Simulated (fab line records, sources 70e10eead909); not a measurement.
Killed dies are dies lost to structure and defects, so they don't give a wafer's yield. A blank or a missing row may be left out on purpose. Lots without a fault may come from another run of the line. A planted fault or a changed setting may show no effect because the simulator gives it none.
Chamber matching | flow nand_harc | NHARC_P_BONDPAD_ETCH_37 on rie_diel-08: 4 sister chambers
The step etches the open film in N2/H2, target depth 60 nm, overetch 18 nm, time 65.91 s. 4 wafers are shown with their chamber, then 7 later ones without.

WAFERS WITH THEIR CHAMBER
wafer  | chamber | showerhead_plenum_p_Torr (Torr)
L235.2 | 1       | 2.18
L235.6 | 3       | 2.00
L237.1 | 0       | 2.01
L237.3 | 2       | 2.12

WAFERS WITHOUT THEIR CHAMBER
wafer  | showerhead_plenum_p_Torr (Torr)
L237.4 | 2.18
L240.2 | 2.11
L240.5 | 2.01
L240.6 | 2.00
L242.1 | 2.18
L242.2 | 2.01
L242.5 | 2.18

WHICH CHAMBER EACH WENT THROUGH
wafer  | from the rows above | in truth
L237.4 | 1                   | 1
L240.2 | 2                   | 2
L240.5 | 0                   | 0
L240.6 | 3                   | 3
L242.1 | 1                   | 1
L242.2 | 0                   | 0
L242.5 | 1                   | 1
Placed correctly: 7 of 7. Can't be placed from these rows: 0. Placed wrongly: 0.
How it was worked out, from the rows above alone: a wafer's distance from a chamber is the root of the sum, over the readings, of the square of ((its reading less the chamber's mean) divided by the reading's scatter). The wafer belongs to the nearest chamber; if the next one is less than 2 further off, it can't be placed. A chamber's mean is the mean of its shown wafers. The scatter: with one shown wafer a chamber, the root of the mean of the squares of how far each hidden wafer lies from its nearest shown one.
